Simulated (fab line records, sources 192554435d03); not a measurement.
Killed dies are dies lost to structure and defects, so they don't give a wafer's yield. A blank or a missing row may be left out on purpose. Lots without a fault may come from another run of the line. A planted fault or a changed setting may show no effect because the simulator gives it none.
fab line records | flow n5_finfet
record lots=4 wafers=12 last_day=18
route steps=1938 shown BEOL_M4@1099 BEOL_M5@1112 MIM_TOP@1838 PASSIVATION@1936
lots that met no fault: from a run of the same line without faults
start_h: hours from the record's first day to the start of the lot's first wafer shown | wait_h: hours since the lot's step before | " the same as in the row above | L1.1+2: a row that stands for several wafers | - no value, or no start given | * or withheld: withheld | < > ~ a bound
route shown NAME@n: a module of which the file shows steps, and the number in the route of the first | usual: mean/standard deviation of fault-free wafers | same: alike in all rows | chamber/n: place in a boat | sites: the reading at each site | _std_site: their standard deviation | _edge_site: outer sites' mean less inner sites' | radius_mm: how far each site lies from the wafer's centre | mask NAME#n: copy n | behind: the tool/chamber that last shaped the wafer | hold: why the lot was held/for how many hours/how that ended | device: the transistor (n, p or np) that didn't switch | end of line: the same wafers' tests at the end of the route | a step without rows: its recipe alone | killed: dies lost to structure and defects at the first sort, not the wafer's yield | map: a wafer's dies, x killed, . not, _ none there
set.NAME: the setting as run; set.NAME@STEP: as run at that earlier step | model.NAME: the simulator's own value behind a step, which no gauge read
lots at some steps of the route; a table a step, a row a wafer
## steps
# step N5_BEOL_M4_ANNEAL_95
# recipe temp_c=400 time_s=240 ambient=vacuum
# step N5_BEOL_M4_SPUTTER_96
# recipe material=Cu target_thk_a=45 temp_c=-20 chamber_pressure_pa=0.07 power_w=withheld time_s=8.29
# step N5_BEOL_M4_ECD_50
# recipe material=Cu target_thk_a=3000
# step N5_BEOL_M4_ANNEAL_51
# recipe temp_c=225 time_s=90 ambient=N2
# step N5_BEOL_M4_CMP_52
# recipe stop_on=SiOC t_overpolish_s=6.8 down_force_psi=1 platen_rpm=50 clearing_platen_down_force_psi=1.5 clearing_platen_rpm=50 post_cmp_clean=cu_alkaline target_thk_nm=40 clearing_platen_pad_velocity_m_s=0.99484 pad_velocity_m_s=0.99484
# step N5_BEOL_M4_PRE_CLEAN_60
# recipe gas=NH3/H2 time_s=15 temp_c=* rf_power_w=300
# step N5_BEOL_M4_CO_CAP_55
# recipe material=Co target_thk_a=20 temp_c=200 precursor=CCTBA/H2 pressure_torr=30 time_s=102.1
# step N5_BEOL_M4_PRE_CLEAN_56
# recipe gas=NH3 time_s=15 temp_c=withheld rf_power_w=300
# step N5_BEOL_M4_DEP_57
# recipe material=SiCN target_thk_a=80 temp_c=withheld precursor=3MS/NH3 pressure_torr=3 rf_w=202 time_s=14
# step N5_BEOL_M4_RC_MEAS_101
# usual DIBL_N=36.3/1.6 DIBL_P=36.5/1.6 IOFF_N=0.163/0.026 IOFF_P=0.22/0.033 ION_N=676/9.9 ION_P=464/6.5 SS_N=71.5/0.5 SS_P=73.3/0.64 VT_N=249.3/2.9 VT_P=-250/3.2
# columns lot.wafer tool chamber start_h wait_h DIBL_N[mV/V] DIBL_P[mV/V] IOFF_N[nA/um] IOFF_P[nA/um] ION_N[uA/um] ION_P[uA/um] SS_N[mV/dec] SS_P[mV/dec] VT_N[mV] VT_P[mV]
L667.2 prober-01 0 215.17 0.2 37.9 38.1 0.192 0.24 692 469 71.4 73.9 246.2 -250
L667.4 " 0 " " 36.6 36.7 0.164 0.20 680 459 71.3 73.6 250.6 -252
L667.6 " 0 " " 37.8 37.2 0.185 0.21 673 458 72.2 72.7 246.5 -254
L673.2 prober-01 0 260.99 0.2 35.4 34.1 0.133 0.18 672 458 71.2 73.2 250.0 -254
L673.3 " 0 " " 36.5 35.3 0.158 0.20 678 459 70.6 72.9 247.9 -253
L673.6 " 0 " " 36.1 35.0 0.145 0.20 672 461 70.6 73.3 249.6 -252
L678.2 prober-01 0 287.39 0.2 38.8 38.5 0.192 0.26 680 466 71.7 73.6 248.1 -248
L678.3 " 0 " " 38.7 38.9 0.184 0.25 670 465 72.1 73.6 247.4 -249
L678.5 " 0 " " 38.1 38.0 0.178 0.23 683 469 71.0 74.0 248.4 -249
L682.1 prober-01 0 309.23 0.0 35.3 35.1 0.138 0.19 666 459 70.7 73.3 252.5 -253
L682.4 " 0 " " 35.9 36.4 0.150 0.21 681 466 71.1 73.1 249.6 -251
L682.5 " 0 " " 37.2 37.8 0.168 0.23 678 461 71.6 74.1 251.5 -251
# step N5_BEOL_M5_ILD_DEP_00
# recipe material=SiCOH_lowk target_thk_a=1406.4 temp_c=300 precursor=DEMS/porogen pressure_torr=5 rf_w=500 time_s=25.9
# step N5_BEOL_M5_CURE_79
# recipe temp_c=385 time_s=240 ambient=He/Ar material=SiCOH_lowk
# step N5_BEOL_M5_PECVD_70
# recipe material=SiO2 target_thk_a=160 temp_c=400 precursor=TEOS/O2 pressure_torr=5.5 rf_w=450 teos_flow_sccm=53.8 gas=O2 flow_sccm=3000 time_s=18
# step N5_BEOL_M5_HM_DEP_02
# recipe material=TiN target_thk_a=200 temp_c=25 chamber_pressure_pa=0.49996
# step N5_BEOL_M5_COAT_59
# recipe resist=SOC temp_c=250 time_s=60 spin_rpm=1500 resist_thk_nm=60
# step N5_BEOL_M5_COAT_60
# recipe resist=SiARC temp_c=220 time_s=60 spin_rpm=1500 resist_thk_nm=12
# step N5_BEOL_M5_COAT_71
# recipe resist=underlayer temp_c=205 time_s=60 spin_rpm=1500 resist_thk_nm=5
# step N5_BEOL_M5_COAT_05
# recipe resist=CAR-EUV spin_rpm=1500 resist_thk_nm=30
# step N5_BEOL_M5_EBR_07
# recipe solvent=PGMEA ebr_width_mm=1.5
# step N5_BEOL_M5_SOFTBAKE_06
# recipe temp_c=110 time_s=60 resist=CAR-EUV
# step N5_BEOL_M5_EXPOSE_08
# recipe mask_id=M5 na=0.33 source_shape=annular sigma_inner=0.4 sigma_outer=0.8 polarization=unpolarized target_cd_nm=28 dose_mj=35.75
# step N5_BEOL_M5_PEB_09
# recipe peb_temp_c=100 peb_time_s=60 resist=CAR-EUV
# step N5_BEOL_M5_DEVELOP_10
# recipe develop_time_s=30 developer=TMAH resist=CAR-EUV rinse_liquid=surfactant_rinse dry=air_spin dev_temp_c=23
# step N5_BEOL_M5_DESCUM_16
# recipe chemistry=O2 time_s=7 source_power_w=50 bias_power_w=20 pressure_mtorr=20 rf_frequency_hz=2.712e+07 temp_c=40 resist=CAR-EUV o2_flow_sccm=225
# step N5_BEOL_M5_ETCH_72
# recipe chemistry=N2/H2 target=underlayer target_depth_a=65 mask_material=CAR-EUV time_s=5.2 ion_energy_ev=200 pressure_mtorr=30 source_w=840 bias_w=150 n2_flow_sccm=200 h2_flow_sccm=200 ends=cleared
# step N5_BEOL_M5_ETCH_61
# recipe chemistry=CF4 target=SiARC target_depth_a=156 mask_material=CAR-EUV time_s=26 ion_energy_ev=80 pressure_mtorr=40 source_w=545 bias_w=36 Ar_flow_sccm=100 cf4_flow_sccm=100 ends=cleared
# step N5_BEOL_M5_ETCH_62
# recipe chemistry=N2/H2 target=SOC target_depth_a=750 overetch_a=150 mask_material=SiARC temp_c=40 time_s=112.5 ion_energy_ev=200 pressure_mtorr=30 source_w=840 bias_w=150 n2_flow_sccm=200 h2_flow_sccm=200
# step N5_BEOL_M5_STRIP_63
# recipe chemistry=N2/H2 temp_c=40 n2_flow_sccm=200 h2_flow_sccm=200 rf_frequency_hz=6e+07
# step N5_BEOL_M5_STRIP_73
# recipe chemistry=N2/H2 temp_c=40 n2_flow_sccm=200 h2_flow_sccm=200 rf_frequency_hz=6e+07
# step N5_BEOL_M5_STRIP_64
# recipe chemistry=CF4 resist=SiARC power_w=300 bias_power_w=75 pressure_mtorr=50 cf4_flow_sccm=150 rf_frequency_hz=6e+07
# step N5_BEOL_M5_HM_OPEN_17
# recipe chemistry=Cl2/BCl3 target_depth_a=200 overetch_a=60 target=TiN mask_material=SOC ion_energy_ev=150 pressure_mtorr=10 icp_w=1000 bias_w=126 Cl2_flow_sccm=53.25 bcl3_flow_sccm=21.75 Ar_flow_sccm=25
# step N5_BEOL_M5_STRIP_19
# recipe chemistry=O2 power_w=400 temp_c=40 pressure_mtorr=30 rf_frequency_hz=6e+07 bias_power_w=0 overash_fraction=0.2 o2_flow_sccm=225
# step N5_BEOL_M5_COAT_65
# recipe resist=SOC temp_c=250 time_s=60 spin_rpm=1500 resist_thk_nm=60
# step N5_BEOL_M5_COAT_66
# recipe resist=SiARC temp_c=220 time_s=60 spin_rpm=1500 resist_thk_nm=12
# step N5_MIM_TOP_SPUTTER_03
# recipe material=TiN target_thk_a=350 temp_c=200 power_w=3000 chamber_pressure_pa=0.49996 gas=Ar reactive_partial_pa=0.37997 time_s=89.7
# usual throttle_valve_pct=30.1/1
# columns lot.wafer tool chamber start_h wait_h throttle_valve_pct model.TiN_of_MIM_TOP_SPUTTER_03.thk_nm
L667.2 pvd_sputter-03 - 307.60 0.0 31.2 35.2
L667.4 " - " " 28.4 35.2
L667.6 " - " " 30.0 35
L673.2 pvd_sputter-03 - 360.45 0.0 28.4 56.2
L673.3 " - " " 30.0 35.8
L673.6 " - " " 30.6 56.4
L678.2 pvd_sputter-03 - 402.69 0.0 31.3 55.2
L678.3 " - " " 30.0 34.8
L678.5 " - " " 31.1 35
L682.1 pvd_sputter-02 - 416.58 0.0 30.9 35.2
L682.4 " - " " 28.4 34.6
L682.5 " - " " 30.7 35
# step N5_PASSIVATION_PROBE_49
# usual defect_limited_yield=91.2/1.5 killed_at_M0_to_M3=32/9.6 killed_at_M4_up=13/5.3 killed_at_contacts=13/6.7 killed_at_front_end=42/11 killed_at_other=3.8/2.9 killed_dies=103/17 killed_on_rim=14/4.4 killed_open=67/13 killed_short=35/7.9 sort_bin_5_function=5.2/0.94 sort_bin_6_memory=3.3/0.64 sort_n_pass=1077/17 sort_yield_pct=91.2/1.5
# same gross_dies=1180 killed_at_back_side=0 sort_bin_4_leakage[%]=0 sort_bin_8_speed[%]=0
# columns lot.wafer tool chamber start_h wait_h defect_limited_yield[%] killed_at_M0_to_M3 killed_at_M4_up killed_at_contacts killed_at_front_end killed_at_other killed_dies killed_on_rim killed_open killed_short sort_bin_5_function[%] sort_bin_6_memory[%] sort_n_pass sort_yield_pct[%]
L673.2 prober-02 - 371.22 0.1 0 50 8 17 35 1070 1180 152 69 41 5.5 3.5 0 0
L673.6 prober-02 - 371.42 0.3 0 33 12 25 45 1065 1180 152 73 44 5.6 3.8 0 0
L678.2 prober-02 - 412.32 0.1 0 22 11 15 31 1101 1180 152 58 22 4.6 2.0 0 0
# killed by level:class
L673.2 MIM_TOP:area_sputter=1070 BEOL_M0_SAQP:geometric_particle:open=20 BEOL_M0_SAQP:geometric_particle:short=17 MOL_CONTACT_COAG:geometric_particle:open=13 FIN_SAQP:geometric_particle:open=9 FIN_SAQP:geometric_particle:short=7 STI_FIN_REVEAL:geometric_particle:open=6 MOL_CONTACT_COAG:geometric_particle:short=4
L673.6 MIM_TOP:area_sputter=1063 MOL_CONTACT_COAG:geometric_particle:open=19 STI_FIN_REVEAL:geometric_particle:open=9 BEOL_M0_SAQP:geometric_particle:short=9 FIN_SAQP:geometric_particle:open=8 BEOL_M0_SAQP:geometric_particle:open=7 MOL_CONTACT_COAG:geometric_particle:short=6 BEOL_M4:geometric_particle:open=5
L678.2 MIM_TOP:area_sputter=1100 MOL_CONTACT_COAG:geometric_particle:open=11 DUMMY_GATE:geometric_particle:open=7 BEOL_M4:geometric_particle:open=7 STI_FIN_REVEAL:geometric_particle:open=5 BEOL_M0_SAQP:geometric_particle:open=5 GATE_CUT:geometric_particle:open=4 MOL_CONTACT_COAG:geometric_particle:short=4
# map L673.2 (x killed, . not)
_________________xxxxxxxxxxxx________________
______________xxxxxxxxxxxxxxxxxx_____________
___________xxxxxxxxxxxxxxxxxxxxxxxx__________
__________xxxxxxxxxxxxxxxxxxxxxxxxxx_________
________xxxxxxxxxxxxxxxxxxxxxxxxxxxxxx_______
_______xxxxxxxxxxxxxxxxxxxxxxxxxxxxxxxx______
______xxxxxxxxxxxxxxxxxxxxxxxxxxxxxxxxxx_____
_____xxxxxxxxxxxxxxxxxxxxxxxxxxxxxxxxxxxx____
____xxxxxxxxxxxxxxxxxxxxxxxxxxxxxxxxxxxxxx___
___xxxxxxxxxxxxxxxxxxxxxxxxxxxxxxxxxxxxxxxx__
___xxxxxxxxxxxxxxxxxxxxxxxxxxxxxxxxxxxxxxxx__
__xxxxxxxxxxxxxxxxxxxxxxxxxxxxxxxxxxxxxxxxxx_
__xxxxxxxxxxxxxxxxxxxxxxxxxxxxxxxxxxxxxxxxxx_
_xxxxxxxxxxxxxxxxxxxxxxxxxxxxxxxxxxxxxxxxxxxx
_xxxxxxxxxxxxxxxxxxxxxxxxxxxxxxxxxxxxxxxxxxxx
_xxxxxxxxxxxxxxxxxxxxxxxxxxxxxxxxxxxxxxxxxxxx
_xxxxxxxxxxxxxxxxxxxxxxxxxxxxxxxxxxxxxxxxxxxx
_xxxxxxxxxxxxxxxxxxxxxxxxxxxxxxxxxxxxxxxxxxxx
_xxxxxxxxxxxxxxxxxxxxxxxxxxxxxxxxxxxxxxxxxxxx
_xxxxxxxxxxxxxxxxxxxxxxxxxxxxxxxxxxxxxxxxxxxx
_xxxxxxxxxxxxxxxxxxxxxxxxxxxxxxxxxxxxxxxxxxxx
__xxxxxxxxxxxxxxxxxxxxxxxxxxxxxxxxxxxxxxxxxx_
__xxxxxxxxxxxxxxxxxxxxxxxxxxxxxxxxxxxxxxxxxx_
___xxxxxxxxxxxxxxxxxxxxxxxxxxxxxxxxxxxxxxxx__
___xxxxxxxxxxxxxxxxxxxxxxxxxxxxxxxxxxxxxxxx__
____xxxxxxxxxxxxxxxxxxxxxxxxxxxxxxxxxxxxxx___
_____xxxxxxxxxxxxxxxxxxxxxxxxxxxxxxxxxxxx____
______xxxxxxxxxxxxxxxxxxxxxxxxxxxxxxxxxx_____
_______xxxxxxxxxxxxxxxxxxxxxxxxxxxxxxxx______
________xxxxxxxxxxxxxxxxxxxxxxxxxxxxxx_______
__________xxxxxxxxxxxxxxxxxxxxxxxxxx_________
___________xxxxxxxxxxxxxxxxxxxxxxxx__________
______________xxxxxxxxxxxxxxxxxx_____________
_________________xxxxxxxxxxxx________________
# map L678.2 (x killed, . not)
_________________xxxxxxxxxxxx________________
______________xxxxxxxxxxxxxxxxxx_____________
___________xxxxxxxxxxxxxxxxxxxxxxxx__________
__________xxxxxxxxxxxxxxxxxxxxxxxxxx_________
________xxxxxxxxxxxxxxxxxxxxxxxxxxxxxx_______
_______xxxxxxxxxxxxxxxxxxxxxxxxxxxxxxxx______
______xxxxxxxxxxxxxxxxxxxxxxxxxxxxxxxxxx_____
_____xxxxxxxxxxxxxxxxxxxxxxxxxxxxxxxxxxxx____
____xxxxxxxxxxxxxxxxxxxxxxxxxxxxxxxxxxxxxx___
___xxxxxxxxxxxxxxxxxxxxxxxxxxxxxxxxxxxxxxxx__
___xxxxxxxxxxxxxxxxxxxxxxxxxxxxxxxxxxxxxxxx__
__xxxxxxxxxxxxxxxxxxxxxxxxxxxxxxxxxxxxxxxxxx_
__xxxxxxxxxxxxxxxxxxxxxxxxxxxxxxxxxxxxxxxxxx_
_xxxxxxxxxxxxxxxxxxxxxxxxxxxxxxxxxxxxxxxxxxxx
_xxxxxxxxxxxxxxxxxxxxxxxxxxxxxxxxxxxxxxxxxxxx
_xxxxxxxxxxxxxxxxxxxxxxxxxxxxxxxxxxxxxxxxxxxx
_xxxxxxxxxxxxxxxxxxxxxxxxxxxxxxxxxxxxxxxxxxxx
_xxxxxxxxxxxxxxxxxxxxxxxxxxxxxxxxxxxxxxxxxxxx
_xxxxxxxxxxxxxxxxxxxxxxxxxxxxxxxxxxxxxxxxxxxx
_xxxxxxxxxxxxxxxxxxxxxxxxxxxxxxxxxxxxxxxxxxxx
_xxxxxxxxxxxxxxxxxxxxxxxxxxxxxxxxxxxxxxxxxxxx
__xxxxxxxxxxxxxxxxxxxxxxxxxxxxxxxxxxxxxxxxxx_
__xxxxxxxxxxxxxxxxxxxxxxxxxxxxxxxxxxxxxxxxxx_
___xxxxxxxxxxxxxxxxxxxxxxxxxxxxxxxxxxxxxxxx__
___xxxxxxxxxxxxxxxxxxxxxxxxxxxxxxxxxxxxxxxx__
____xxxxxxxxxxxxxxxxxxxxxxxxxxxxxxxxxxxxxx___
_____xxxxxxxxxxxxxxxxxxxxxxxxxxxxxxxxxxxx____
______xxxxxxxxxxxxxxxxxxxxxxxxxxxxxxxxxx_____
_______xxxxxxxxxxxxxxxxxxxxxxxxxxxxxxxx______
________xxxxxxxxxxxxxxxxxxxxxxxxxxxxxx_______
__________xxxxxxxxxxxxxxxxxxxxxxxxxx_________
___________xxxxxxxxxxxxxxxxxxxxxxxx__________
______________xxxxxxxxxxxxxxxxxx_____________
_________________xxxxxxxxxxxx________________
## key
first_sign step=N5_PASSIVATION_PROBE_49 reading=killed_at_other direction=up sigmas=99+ usual=3.8 struck=1078.7
effect step=N5_PASSIVATION_PROBE_49 reading=defect_limited_yield direction=down sigmas=62 usual=91.2 struck=0
model_effect step=N5_MIM_TOP_SPUTTER_03 value=TiN_of_MIM_TOP_SPUTTER_03.thk_nm without=35.73 struck=55.93
more_kills_born_at N5_MIM_TOP_SPUTTER_03@pvd_sputter-03=3233
met_at N5_MIM_TOP_SPUTTER_03
struck_wafers L673.2,L673.6,L678.2
later_rows_left_out L673.2,L673.6,L678.2
onset_between 307.60 360.45
fault kind=process_parameter_drift tool=pvd_sputter-03 chamber=- onset_h=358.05 steps=N5_MIM_TOP_SPUTTER_03 channel=time_s offset=* shape=step end_h=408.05 scope=struck_wafers_only acts_in=* stated=*
# later_rows_left_out: the simulator's readings of these wafers behind a module that went badly wrong aren't trusted and aren't shown, but for the sort
